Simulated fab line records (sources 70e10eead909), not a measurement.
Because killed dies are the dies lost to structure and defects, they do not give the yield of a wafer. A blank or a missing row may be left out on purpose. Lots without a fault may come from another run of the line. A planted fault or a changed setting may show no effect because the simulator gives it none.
Chamber matching	flow nand-harc	4 sister chambers for NHARC_A_SGD_CUT_DESCUM_14 on rie-diel-02
The step chemistry O2, time 3 s. 20 wafers are shown with their chamber, then 10 later ones without.

EACH WAFER AND ITS CHAMBER
wafer	chamber	drypump-motor-current-A (A)	oes-product-au (a.u.)	rf-vpp-V (V)
L076.4	2	6.00	1.005	58.2
L076.5	3	6.11	0.987	57.7
L076.6	2	5.97	0.998	57.5
L078.2	1	6.37	0.999	56.7
L078.4	2	5.97	0.996	58.7
L078.6	0	5.82	0.987	55.5
L079.1	1	6.36	1.001	57.3
L079.3	2	5.97	0.996	58.8
L079.5	2	6.00	0.990	57.0
L082.1	2	5.98	1.012	58.7
L082.4	1	6.38	1.006	56.6
L082.6	0	5.81	0.991	57.9
L086.3	3	6.09	0.996	57.8
L086.4	2	6.02	1.001	56.8
L086.6	2	6.01	0.997	59.1
L085.1	3	6.11	0.992	59.7
L085.3	1	6.34	1.007	57.2
L085.5	2	5.99	1.001	57.3
L087.2	1	6.37	0.994	57.4
L087.4	2	5.99	1.001	57.4

SIGNATURES, as means of the wafers listed above
reading	chamber 0	chamber 1	chamber 2	chamber 3	scatter within a chamber
drypump-motor-current-A	5.8150	6.3640	5.9900	6.1033	0.0159
oes-product-au	0.98900	1.00140	0.99970	0.99167	0.00547
rf-vpp-V	56.700	57.040	57.950	58.400	0.878
Rule: for a wafer and a chamber, the distance is found by dividing, reading by reading, the gap between the wafer's reading and the chamber's mean by the reading's scatter, squaring, summing and taking the root. The wafer belongs to the nearest chamber; if the next one is less than 2 further off, it can't be placed. How the scatter is found: for the shown wafers, subtract from each reading the mean of its chamber, square and add these, divide the total by (wafers less chambers), then take the root.

WAFERS WHOSE CHAMBER IS MISSING
wafer	drypump-motor-current-A (A)	oes-product-au (a.u.)	rf-vpp-V (V)
L087.6	6.40	0.999	57.7
L089.2	6.01	1.005	58.7
L089.3	6.36	0.993	57.5
L089.5	6.11	1.002	58.4
L090.1	6.38	0.993	58.2
L090.2	6.11	0.997	58.7
L090.6	6.38	0.998	58.5
L092.4	5.96	1.004	57.2
L092.5	5.97	1.001	58.8
L092.6	6.38	1.011	59.5

THE CHAMBER EACH PASSED THROUGH
wafer	from the rows above	in truth
L087.6	1	1
L089.2	2	2
L089.3	1	1
L089.5	3	3
L090.1	1	1
L090.2	3	3
L090.6	1	1
L092.4	2	2
L092.5	2	2
L092.6	1	1
Placed correctly: 10 of 10. Not placeable from these rows: 0. Number placed wrongly: 0.
